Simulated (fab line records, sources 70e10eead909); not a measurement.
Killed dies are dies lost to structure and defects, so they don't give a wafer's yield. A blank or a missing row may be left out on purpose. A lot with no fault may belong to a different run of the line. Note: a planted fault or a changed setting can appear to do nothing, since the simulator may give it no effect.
What tool caused it? || flow nandHarc || 15 lots with 45 wafers sampled at 4 steps, on a route of 1302 steps

== WHAT THE GAUGES SHOWED, per wafer ==
The record holds no reading of a measuring or inspecting step that can be judged against a usual standard deviation.

== TOOL THAT RAN EACH LOT (tool first, then ch and the chambers of the sampled wafers, then the start) ==
{"lot": "L936", "NHARC_A_STAIRCASE_STRIP_295": "rieDiel-08 ch 1,2,3, day 17 16:47 or earlier", "NHARC_A_STAIRCASE_ETCH_315": "rieDiel-10 ch 0,2,3, day 17 16:47 or earlier", "NHARC_A_STAIRCASE_DEP_417": "pecvd-03 ch 0,1,2, day 17 16:47", "NHARC_A_STAIRCASE_CVD_552": "lpcvd-01 ch 1, day 18 01:12"}
{"lot": "L935", "NHARC_A_STAIRCASE_STRIP_295": "rieDiel-08 ch 0,2,3, day 17 17:53 or earlier", "NHARC_A_STAIRCASE_ETCH_315": "rieDiel-08 ch 0,1,2, day 17 17:53 or earlier", "NHARC_A_STAIRCASE_DEP_417": "pecvd-02 ch 0,1,2, day 17 17:53", "NHARC_A_STAIRCASE_CVD_552": "lpcvd-01 ch 1, day 18 01:12"}
{"lot": "L937", "NHARC_A_STAIRCASE_STRIP_295": "rieDiel-10 ch 0,2,3, day 17 21:06 or earlier", "NHARC_A_STAIRCASE_ETCH_315": "rieDiel-07 ch 1,2,3, day 17 21:06 or earlier", "NHARC_A_STAIRCASE_DEP_417": "pecvd-02 ch 0,1,2, day 17 21:06", "NHARC_A_STAIRCASE_CVD_552": "lpcvd-02 ch 1, day 18 06:33"}
{"lot": "L938", "NHARC_A_STAIRCASE_STRIP_295": "rieDiel-08 ch 2,3, day 18 20:17 or earlier", "NHARC_A_STAIRCASE_ETCH_315": "rieDiel-07 ch 0,2, day 18 20:17 or earlier", "NHARC_A_STAIRCASE_DEP_417": "pecvd-02 ch 1,2, day 18 20:17", "NHARC_A_STAIRCASE_CVD_552": "lpcvd-02 ch 1, day 19 11:00"}
{"lot": "L940", "NHARC_A_STAIRCASE_STRIP_295": "rieDiel-07 ch 0,1,2, day 19 03:43 or earlier", "NHARC_A_STAIRCASE_ETCH_315": "rieDiel-08 ch 1,2, day 19 03:43 or earlier", "NHARC_A_STAIRCASE_DEP_417": "pecvd-02 ch 0,1,2, day 19 03:43", "NHARC_A_STAIRCASE_CVD_552": "lpcvd-02 ch 1, day 19 11:00"}
{"lot": "L939", "NHARC_A_STAIRCASE_STRIP_295": "rieDiel-08 ch 0,2,3, day 19 05:02 or earlier", "NHARC_A_STAIRCASE_ETCH_315": "rieDiel-10 ch 0,2, day 19 05:02 or earlier", "NHARC_A_STAIRCASE_DEP_417": "pecvd-03 ch 0,1, day 19 05:02", "NHARC_A_STAIRCASE_CVD_552": "lpcvd-01 ch 0, day 19 16:24"}
{"lot": "L941", "NHARC_A_STAIRCASE_STRIP_295": "rieDiel-08 ch 0,1,3, day 20 11:26 or earlier", "NHARC_A_STAIRCASE_ETCH_315": "rieDiel-08 ch 0,1, day 20 11:26 or earlier", "NHARC_A_STAIRCASE_DEP_417": "pecvd-04 ch 0,1,2, day 20 11:26", "NHARC_A_STAIRCASE_CVD_552": "lpcvd-02 ch 0, day 20 18:34"}
{"lot": "L942", "NHARC_A_STAIRCASE_STRIP_295": "rieDiel-07 ch 1,2,3, day 20 12:06 or earlier", "NHARC_A_STAIRCASE_ETCH_315": "rieDiel-10 ch 1,2,3, day 20 12:06 or earlier", "NHARC_A_STAIRCASE_DEP_417": "pecvd-04 ch 0,2, day 20 12:06", "NHARC_A_STAIRCASE_CVD_552": "lpcvd-02 ch 0, day 20 18:34"}
{"lot": "L943", "NHARC_A_STAIRCASE_STRIP_295": "rieDiel-10 ch 2,3, day 20 13:10 or earlier", "NHARC_A_STAIRCASE_ETCH_315": "rieDiel-08 ch 0,1,2, day 20 13:10 or earlier", "NHARC_A_STAIRCASE_DEP_417": "pecvd-02 ch 0,2, day 20 13:10", "NHARC_A_STAIRCASE_CVD_552": "lpcvd-02 ch 1, day 20 18:34"}
{"lot": "L944", "NHARC_A_STAIRCASE_STRIP_295": "rieDiel-08 ch 0,1,3, day 21 00:53", "NHARC_A_STAIRCASE_ETCH_315": "rieDiel-08 ch 0,1,3, day 21 08:44 or earlier", "NHARC_A_STAIRCASE_DEP_417": "pecvd-04 ch 0,2, day 21 08:44", "NHARC_A_STAIRCASE_CVD_552": "lpcvd-01 ch 1, day 21 17:11 and lpcvd-02 ch 1, day 21 21:02"}
{"lot": "L947", "NHARC_A_STAIRCASE_STRIP_295": "rieDiel-08 ch 0,1, day 22 14:23 or earlier", "NHARC_A_STAIRCASE_ETCH_315": "rieDiel-07 ch 1,2,3, day 22 14:23 or earlier", "NHARC_A_STAIRCASE_DEP_417": "pecvd-03 ch 0,1,2, day 22 14:23", "NHARC_A_STAIRCASE_CVD_552": "lpcvd-01 ch 0, day 22 20:19 and lpcvd-02 ch 0, day 23 00:13"}
{"lot": "L950", "NHARC_A_STAIRCASE_STRIP_295": "rieDiel-08 ch 1,2,3, day 23 18:02 or earlier", "NHARC_A_STAIRCASE_ETCH_315": "rieDiel-08 ch 0,1,3, day 23 18:02 or earlier", "NHARC_A_STAIRCASE_DEP_417": "pecvd-03 ch 0,2, day 23 18:02", "NHARC_A_STAIRCASE_CVD_552": "lpcvd-01 ch 0, day 24 01:18"}
{"lot": "L956", "NHARC_A_STAIRCASE_STRIP_295": "rieDiel-08 ch 0,1,2, day 26 17:22 or earlier", "NHARC_A_STAIRCASE_ETCH_315": "rieDiel-10 ch 0,3, day 26 17:22 or earlier", "NHARC_A_STAIRCASE_DEP_417": "pecvd-03 ch 0,2, day 26 17:22", "NHARC_A_STAIRCASE_CVD_552": "lpcvd-02 ch 1, day 27 01:28"}
{"lot": "L957", "NHARC_A_STAIRCASE_STRIP_295": "rieDiel-08 ch 0,2, day 26 19:23 or earlier", "NHARC_A_STAIRCASE_ETCH_315": "rieDiel-10 ch 1,3, day 26 19:23 or earlier", "NHARC_A_STAIRCASE_DEP_417": "pecvd-02 ch 1,2, day 26 19:23", "NHARC_A_STAIRCASE_CVD_552": "lpcvd-02 ch 1, day 27 01:28"}
{"lot": "L958", "NHARC_A_STAIRCASE_STRIP_295": "rieDiel-08 ch 0,2,3, day 26 22:01 or earlier", "NHARC_A_STAIRCASE_ETCH_315": "rieDiel-08 ch 0,2, day 26 22:01 or earlier", "NHARC_A_STAIRCASE_DEP_417": "pecvd-02 ch 1,2, day 26 22:01", "NHARC_A_STAIRCASE_CVD_552": "lpcvd-02 ch 1, day 27 06:18"}
- NHARC_A_STAIRCASE_STRIP_295: strips in O2.
- NHARC_A_STAIRCASE_ETCH_315: etches the open film in C4F8/O2/Ar, target depth 2500 nm, time 607.1 s.
- NHARC_A_STAIRCASE_DEP_417: deposits Si3N4, target thk 60 nm.
- NHARC_A_STAIRCASE_CVD_552: deposits SiNx, target thk 40 nm.

== WHAT THE TOOLS THEMSELVES READ (means of the sampled wafers that have a number; where no wafer has one, the mark that the record gives instead) ==
NHARC_A_STAIRCASE_STRIP_295. Usual: drypumpMotorCurrentA 6.0 A, standard deviation 0.46; oesProductAu 1.003 a.u., standard deviation 0.01; rfVppV 57.6 V, standard deviation 0.87; showerheadPlenumPTorr 3.52 Torr, standard deviation 0.15; throttleValvePct 17.037 %, standard deviation 0.0088.
{"lot": "L936", "tool": "rieDiel-08", "drypumpMotorCurrentA (A)": 6.2, "oesProductAu (a.u.)": 1.008, "rfVppV (V)": 58.5, "showerheadPlenumPTorr (Torr)": 3.51, "throttleValvePct (%)": 17.037, "flag": ""}
{"lot": "L935", "tool": "rieDiel-08", "drypumpMotorCurrentA (A)": 6.1, "oesProductAu (a.u.)": 1.001, "rfVppV (V)": 58.1, "showerheadPlenumPTorr (Torr)": 3.60, "throttleValvePct (%)": 17.033, "flag": ""}
{"lot": "L937", "tool": "rieDiel-10", "drypumpMotorCurrentA (A)": 5.5, "oesProductAu (a.u.)": 1.007, "rfVppV (V)": 57.3, "showerheadPlenumPTorr (Torr)": 3.37, "throttleValvePct (%)": 17.029, "flag": ""}
{"lot": "L938", "tool": "rieDiel-08", "drypumpMotorCurrentA (A)": 6.2, "oesProductAu (a.u.)": 1.011, "rfVppV (V)": 57.5, "showerheadPlenumPTorr (Torr)": 3.58, "throttleValvePct (%)": 17.036, "flag": ""}
{"lot": "L940", "tool": "rieDiel-07", "drypumpMotorCurrentA (A)": 5.8, "oesProductAu (a.u.)": 0.991, "rfVppV (V)": 58.3, "showerheadPlenumPTorr (Torr)": 3.58, "throttleValvePct (%)": 17.035, "flag": ""}
{"lot": "L939", "tool": "rieDiel-08", "drypumpMotorCurrentA (A)": 6.0, "oesProductAu (a.u.)": 0.999, "rfVppV (V)": 57.9, "showerheadPlenumPTorr (Torr)": 3.60, "throttleValvePct (%)": 17.023, "flag": ""}
{"lot": "L941", "tool": "rieDiel-08", "drypumpMotorCurrentA (A)": 6.1, "oesProductAu (a.u.)": 1.007, "rfVppV (V)": 57.1, "showerheadPlenumPTorr (Torr)": 3.53, "throttleValvePct (%)": 17.042, "flag": ""}
{"lot": "L942", "tool": "rieDiel-07", "drypumpMotorCurrentA (A)": 5.6, "oesProductAu (a.u.)": 0.994, "rfVppV (V)": 57.5, "showerheadPlenumPTorr (Torr)": 3.59, "throttleValvePct (%)": 17.038, "flag": ""}
{"lot": "L943", "tool": "rieDiel-10", "drypumpMotorCurrentA (A)": 5.5, "oesProductAu (a.u.)": 1.008, "rfVppV (V)": 57.7, "showerheadPlenumPTorr (Torr)": 3.35, "throttleValvePct (%)": 17.036, "flag": ""}
{"lot": "L944", "tool": "rieDiel-08", "drypumpMotorCurrentA (A)": 6.1, "oesProductAu (a.u.)": 1.003, "rfVppV (V)": 57.9, "showerheadPlenumPTorr (Torr)": 3.52, "throttleValvePct (%)": 17.042, "flag": ""}
{"lot": "L947", "tool": "rieDiel-08", "drypumpMotorCurrentA (A)": 6.4, "oesProductAu (a.u.)": 1.012, "rfVppV (V)": 57.7, "showerheadPlenumPTorr (Torr)": 3.54, "throttleValvePct (%)": 17.036, "flag": ""}
{"lot": "L950", "tool": "rieDiel-08", "drypumpMotorCurrentA (A)": 6.3, "oesProductAu (a.u.)": 1.009, "rfVppV (V)": 57.6, "showerheadPlenumPTorr (Torr)": 3.49, "throttleValvePct (%)": 17.038, "flag": ""}
{"lot": "L956", "tool": "rieDiel-08", "drypumpMotorCurrentA (A)": 6.3, "oesProductAu (a.u.)": 0.990, "rfVppV (V)": 57.7, "showerheadPlenumPTorr (Torr)": 3.59, "throttleValvePct (%)": 17.028, "flag": ""}
{"lot": "L957", "tool": "rieDiel-08", "drypumpMotorCurrentA (A)": 6.3, "oesProductAu (a.u.)": 1.004, "rfVppV (V)": 58.3, "showerheadPlenumPTorr (Torr)": 3.65, "throttleValvePct (%)": 17.036, "flag": ""}
{"lot": "L958", "tool": "rieDiel-08", "drypumpMotorCurrentA (A)": 6.0, "oesProductAu (a.u.)": 0.998, "rfVppV (V)": 58.3, "showerheadPlenumPTorr (Torr)": 3.57, "throttleValvePct (%)": 17.028, "flag": ""}

NHARC_A_STAIRCASE_ETCH_315. Usual: oesProductAu 0.936 a.u., standard deviation 0.01; rfVppV 1825 V, standard deviation 12.
{"lot": "L936", "tool": "rieDiel-10", "oesProductAu (a.u.)": 0.933, "rfVppV (V)": 1813, "flag": ""}
{"lot": "L935", "tool": "rieDiel-08", "oesProductAu (a.u.)": 0.938, "rfVppV (V)": 1834, "flag": ""}
{"lot": "L937", "tool": "rieDiel-07", "oesProductAu (a.u.)": 0.932, "rfVppV (V)": 1831, "flag": ""}
{"lot": "L938", "tool": "rieDiel-07", "oesProductAu (a.u.)": 0.926, "rfVppV (V)": 1833, "flag": ""}
{"lot": "L940", "tool": "rieDiel-08", "oesProductAu (a.u.)": 0.941, "rfVppV (V)": 1832, "flag": ""}
{"lot": "L939", "tool": "rieDiel-10", "oesProductAu (a.u.)": 0.953, "rfVppV (V)": 1815, "flag": ""}
{"lot": "L941", "tool": "rieDiel-08", "oesProductAu (a.u.)": 0.947, "rfVppV (V)": 1829, "flag": ""}
{"lot": "L942", "tool": "rieDiel-10", "oesProductAu (a.u.)": 0.939, "rfVppV (V)": 1818, "flag": ""}
{"lot": "L943", "tool": "rieDiel-08", "oesProductAu (a.u.)": 0.937, "rfVppV (V)": 1834, "flag": ""}
{"lot": "L944", "tool": "rieDiel-08", "oesProductAu (a.u.)": 0.932, "rfVppV (V)": 1826, "flag": ""}
{"lot": "L947", "tool": "rieDiel-07", "oesProductAu (a.u.)": 0.923, "rfVppV (V)": 1831, "flag": ""}
{"lot": "L950", "tool": "rieDiel-08", "oesProductAu (a.u.)": 0.936, "rfVppV (V)": 1825, "flag": ""}
{"lot": "L956", "tool": "rieDiel-10", "oesProductAu (a.u.)": 0.956, "rfVppV (V)": 1814, "flag": ""}
{"lot": "L957", "tool": "rieDiel-10", "oesProductAu (a.u.)": 0.938, "rfVppV (V)": 1822, "flag": ""}
{"lot": "L958", "tool": "rieDiel-08", "oesProductAu (a.u.)": 0.930, "rfVppV (V)": 1838, "flag": ""}

NHARC_A_STAIRCASE_DEP_417. Usual: heaterPowerW 679 W, standard deviation 50.
{"lot": "L936", "tool": "pecvd-03", "heaterPowerW (W)": 625, "flag": ""}
{"lot": "L935", "tool": "pecvd-02", "heaterPowerW (W)": 681, "flag": ""}
{"lot": "L937", "tool": "pecvd-02", "heaterPowerW (W)": 692, "flag": ""}
{"lot": "L938", "tool": "pecvd-02", "heaterPowerW (W)": 671, "flag": ""}
{"lot": "L940", "tool": "pecvd-02", "heaterPowerW (W)": 688, "flag": ""}
{"lot": "L939", "tool": "pecvd-03", "heaterPowerW (W)": 706, "flag": ""}
{"lot": "L941", "tool": "pecvd-04", "heaterPowerW (W)": 677, "flag": ""}
{"lot": "L942", "tool": "pecvd-04", "heaterPowerW (W)": 666, "flag": ""}
{"lot": "L943", "tool": "pecvd-02", "heaterPowerW (W)": 688, "flag": ""}
{"lot": "L944", "tool": "pecvd-04", "heaterPowerW (W)": 657, "flag": ""}
{"lot": "L947", "tool": "pecvd-03", "heaterPowerW (W)": 663, "flag": ""}
{"lot": "L950", "tool": "pecvd-03", "heaterPowerW (W)": 709, "flag": ""}
{"lot": "L956", "tool": "pecvd-03", "heaterPowerW (W)": 656, "flag": ""}
{"lot": "L957", "tool": "pecvd-02", "heaterPowerW (W)": 711, "flag": ""}
{"lot": "L958", "tool": "pecvd-02", "heaterPowerW (W)": 675, "flag": ""}

== THE ANSWER, worked out from the rows above alone ==
Rule: lot off if the mean of its wafers having a number is beyond 3 standard deviations from the usual mean. A lot without any number at a reading at which 4 lots or more have one is off too. Any other lot the step has rows for is counted as sound. Order of review: gauges by route order, followed by the tools' own readings, for which a lot's mean as printed above is used. The first step at which some lot is off is used, and at that step the reading that is off furthest; a lot without a number counts as furthest.
No lot is off on any of the readings shown, so nothing can be concluded from this.

== WHAT THE SIMULATOR PUT IN ==
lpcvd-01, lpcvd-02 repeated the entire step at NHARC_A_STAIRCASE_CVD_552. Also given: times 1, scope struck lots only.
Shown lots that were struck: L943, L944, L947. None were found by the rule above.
